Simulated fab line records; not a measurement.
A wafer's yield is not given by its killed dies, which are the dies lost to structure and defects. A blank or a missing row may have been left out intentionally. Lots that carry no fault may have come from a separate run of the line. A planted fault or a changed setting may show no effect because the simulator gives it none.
Which tool is to blame? || flow n5Finfet || at 1 step of a route of 1938, 11 lots with 32 wafers sampled

== WHAT THE GAUGES READ, wafer by wafer ==
N5_SD_EPI_N_INSPECT_26: inspects for defects (darkfield). Usual: rawDefectCount reads 196 (standard deviation 37).
{"lot": "L253", "measured": "day 3 05:42", "on": "defectInspect-02", "rawDefectCount": "241 170 256", "flag": ""}
{"lot": "L254", "measured": "day 3 11:05", "on": "defectInspect-01", "rawDefectCount": "236 140 190", "flag": ""}
{"lot": "L255", "measured": "day 3 21:13", "on": "defectInspect-02", "rawDefectCount": "159 142 121", "flag": ""}
{"lot": "L256", "measured": "day 3 22:04", "on": "defectInspect-01", "rawDefectCount": "203 248 226", "flag": ""}
{"lot": "L258", "measured": "day 4 10:38", "on": "defectInspect-01", "rawDefectCount": "214 184", "flag": ""}
{"lot": "L260", "measured": "day 4 23:28", "on": "defectInspect-02", "rawDefectCount": "227 195 244", "flag": ""}
{"lot": "L266", "measured": "day 6 13:09", "on": "defectInspect-01", "rawDefectCount": "224 211 188", "flag": ""}
{"lot": "L268", "measured": "day 6 23:40", "on": "defectInspect-01", "rawDefectCount": "225 242 230", "flag": ""}
{"lot": "L271", "measured": "day 7 18:19", "on": "defectInspect-02", "rawDefectCount": "282 295 252", "flag": ""}
{"lot": "L275", "measured": "day 8 20:11", "on": "defectInspect-01", "rawDefectCount": "226 236 206", "flag": ""}
{"lot": "L276", "measured": "day 8 22:34", "on": "defectInspect-01", "rawDefectCount": "225 215 293", "flag": ""}

== WHAT TOOL EACH LOT RAN ON (gives the tool, then ch and the chambers of the sampled wafers, and finally the start) ==
The record shows no process step preceding these readings.

== AS READ BY THE TOOLS THEMSELVES (means over the sampled wafers that have a number; for cases with no such wafer, the mark the record gives instead) ==
The record holds no such reading with a usual standard deviation.

== THE ANSWER, worked out from the rows above alone ==
Rule: lot off if the mean of its wafers having a number is beyond 3 standard deviations from the usual mean. Also off: a lot with no number at a reading for which 4 or more lots have one. Any other lot the step has rows for is counted as sound. First the gauges in route order, then the tools' own readings, where a lot's mean is used as printed above. At the first step where some lot is off, the reading lying furthest off is the one used; lots without a number count as furthest.
Nothing can be told from this: no lot is off at any reading shown.

== WHAT THE SIMULATOR HAD INSERTED ==
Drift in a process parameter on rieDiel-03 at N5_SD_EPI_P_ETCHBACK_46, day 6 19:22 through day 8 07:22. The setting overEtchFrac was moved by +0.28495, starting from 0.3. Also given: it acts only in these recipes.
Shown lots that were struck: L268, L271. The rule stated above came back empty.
